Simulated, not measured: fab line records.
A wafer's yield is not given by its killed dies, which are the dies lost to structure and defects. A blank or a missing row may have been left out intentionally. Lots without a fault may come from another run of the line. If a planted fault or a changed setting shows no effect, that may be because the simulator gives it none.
Lot-split experiment + flow n5_finfet + 39 wafers read across 7 lots, on a route 1938 steps long

## ABOUT THE SPLIT
At N5_MOL_CONTACT_COAG_EXPOSE_05 (exposes mask CA, defocus 0 nm), the setting dose_mj was moved away from the recipe's 38.25 on 15 of the 39 wafers read, by +2.7% to +7.9%. The other wafers ran this setting at the recipe's value.

## FROM THE SPLIT TO THE READING: what the file shows between them, 2 steps
- N5_MOL_CONTACT_COAG_PEB_06: peb time 60 s
- N5_MOL_CONTACT_COAG_DEVELOP_07: develop time 30 s

## THE READING
Shown in nm: cd_nm at N5_MOL_CONTACT_COAG_CD_MEAS_08, with target cd 28 nm. A value of 27.85 nm with a standard deviation of 0.26 nm is what fault-free wafers of this fab line usually give.

| wafer  | tool, chamber at the split | dose_mj as run | against the recipe | cd_nm, nm | against lot-mates on the recipe |
|--------|----------------------------|----------------|--------------------|-----------|---------------------------------|
| L079.1 | euv_scanner-02, 0          | 40.05          | +4.7%              | 28.92     | +0.98                           |
| L079.2 | euv_scanner-02, 0          | 40.05          | +4.7%              | 28.81     | +0.87                           |
| L079.3 | euv_scanner-02, 0          | 38.25          | recipe             | 27.81     | -                               |
| L079.4 | euv_scanner-02, 0          | 38.25          | recipe             | 28.07     | -                               |
| L079.5 | euv_scanner-02, 0          | 38.25          | recipe             | 27.93     | -                               |
| L079.6 | euv_scanner-02, 0          | 40.05          | +4.7%              | 29.10     | +1.16                           |
| L082.1 | euv_scanner-01, 0          | 38.25          | recipe             | 27.63     | -                               |
| L082.2 | euv_scanner-01, 0          | 38.25          | recipe             | 27.61     | -                               |
| L082.3 | euv_scanner-01, 0          | 38.25          | recipe             | 27.74     | -                               |
| L089.1 | euv_scanner-02, 0          | 38.25          | recipe             | 27.69     | -                               |
| L089.2 | euv_scanner-02, 0          | 40.7           | +6.4%              | 29.28     | +1.48                           |
| L089.3 | euv_scanner-02, 0          | 40.7           | +6.4%              | 29.14     | +1.34                           |
| L089.4 | euv_scanner-02, 0          | 40.7           | +6.4%              | 28.52     | +0.72                           |
| L089.5 | euv_scanner-02, 0          | 38.25          | recipe             | 28.13     | -                               |
| L089.6 | euv_scanner-02, 0          | 38.25          | recipe             | 27.59     | -                               |
| L091.1 | euv_scanner-02, 0          | 39.28          | +2.7%              | 28.97     | +0.90                           |
| L091.2 | euv_scanner-02, 0          | 38.25          | recipe             | 27.88     | -                               |
| L091.3 | euv_scanner-02, 0          | 38.25          | recipe             | 28.31     | -                               |
| L091.4 | euv_scanner-02, 0          | 39.28          | +2.7%              | 28.65     | +0.58                           |
| L091.5 | euv_scanner-02, 0          | 38.25          | recipe             | 28.01     | -                               |
| L091.6 | euv_scanner-02, 0          | 39.28          | +2.7%              | 29.01     | +0.94                           |
| L093.1 | euv_scanner-01, 0          | 38.25          | recipe             | 27.67     | -                               |
| L093.2 | euv_scanner-01, 0          | 38.25          | recipe             | 28.20     | -                               |
| L093.3 | euv_scanner-01, 0          | 41.26          | +7.9%              | 29.68     | +1.66                           |
| L093.4 | euv_scanner-01, 0          | 41.26          | +7.9%              | 29.25     | +1.23                           |
| L093.5 | euv_scanner-01, 0          | 38.25          | recipe             | 28.18     | -                               |
| L093.6 | euv_scanner-01, 0          | 41.26          | +7.9%              | 29.27     | +1.25                           |
| L096.1 | euv_scanner-02, 0          | 38.25          | recipe             | 27.49     | -                               |
| L096.2 | euv_scanner-02, 0          | 38.25          | recipe             | 27.43     | -                               |
| L096.3 | euv_scanner-02, 0          | 38.25          | recipe             | 27.81     | -                               |
| L096.4 | euv_scanner-02, 0          | 38.25          | recipe             | 27.47     | -                               |
| L096.5 | euv_scanner-02, 0          | 38.25          | recipe             | 27.48     | -                               |
| L096.6 | euv_scanner-02, 0          | 38.25          | recipe             | 28.09     | -                               |
| L097.1 | euv_scanner-02, 0          | 39.33          | +2.8%              | 28.31     | +0.36                           |
| L097.2 | euv_scanner-02, 0          | 38.25          | recipe             | 27.80     | -                               |
| L097.3 | euv_scanner-02, 0          | 38.25          | recipe             | 28.12     | -                               |
| L097.4 | euv_scanner-02, 0          | 38.25          | recipe             | 27.94     | -                               |
| L097.5 | euv_scanner-02, 0          | 39.33          | +2.8%              | 28.74     | +0.79                           |
| L097.6 | euv_scanner-02, 0          | 39.33          | +2.8%              | 28.11     | +0.16                           |

FIT RESULTS
A straight line over all 39 wafers: cd_nm changes by +0.202 nm for each +1% of dose_mj; r = +0.89; the points scatter about the line by 0.29 nm.
The same after taking each lot's own level away (the mean of its wafers on the recipe; 39 wafers): +0.186 nm for each +1%; r = +0.91; scatter 0.23 nm.
The reading moves by 1.5 nm for the largest change in dose_mj, on that fit.
Measured against the standard deviation above, the lots' own levels, which go from 27.628 to 28.067 nm, span 1.7 times it.
The two slopes are in agreement: the lot-to-lot level therefore moves the slope only a little.
Check: for one of the wafers moved furthest among these (+7.9%), held out of the fit, the line's prediction against its lot-mates is +1.45 nm. Against them it came out at +1.66 nm.

## THE OTHER SPLITS THESE WAFERS WENT THROUGH
Before the reading, these wafers also passed through other splits. Each is held against what the fit with the lots' levels taken away leaves over:
| other split on the same wafers     | wafers away from the commonest value | r with cd_nm (lot level and that fit taken away) |
|------------------------------------|--------------------------------------|--------------------------------------------------|
| N5_FIN_SAQP_HM_DEP_03 time_s       | 12                                   | +0.14                                            |
| N5_DUMMY_GATE_ETCH_42 bias_w       | 15                                   | +0.20                                            |
| N5_SPACER0_ALD_00 ald_cycles       | 15                                   | +0.09                                            |
| N5_SD_EPI_N_ETCH_45 target_depth_a | 9                                    | +0.09                                            |
| N5_GATE_CUT_ETCH_58 source_w       | 15                                   | -0.15                                            |

## THE WHOLE CHAIN: every reading that the file lists as answering this split, in the file's order
| step                           | what it does                                                | reading                                                                        | change (the file's fit)               | r (the file's) |
|--------------------------------|-------------------------------------------------------------|--------------------------------------------------------------------------------|---------------------------------------|----------------|
| N5_MOL_CONTACT_COAG_CD_MEAS_08 | target cd 28 nm                                             | cd_nm                                                                          | +0.189 nm for each +1% of the setting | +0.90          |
| N5_MOL_CONTACT_COAG_ETCH_59    | etches underlayer in N2/H2, target depth 13 nm, time 10.4 s | MOL_CONTACT_COAG.cd_offset_nm (the simulator's own value, which no gauge read) | +0.194 nm for each +1% of the setting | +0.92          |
| N5_MOL_CONTACT_COAG_ETCH_105   | etches SiARC in CF4, target depth 15.6 nm, time 26 s        | MOL_CONTACT_COAG.cd_offset_nm (the simulator's own value, which no gauge read) | +0.179 nm for each +1% of the setting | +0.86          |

## FILE'S OWN FIT
cd_nm changes by +0.189 nm for each +1% of dose_mj, r = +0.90.
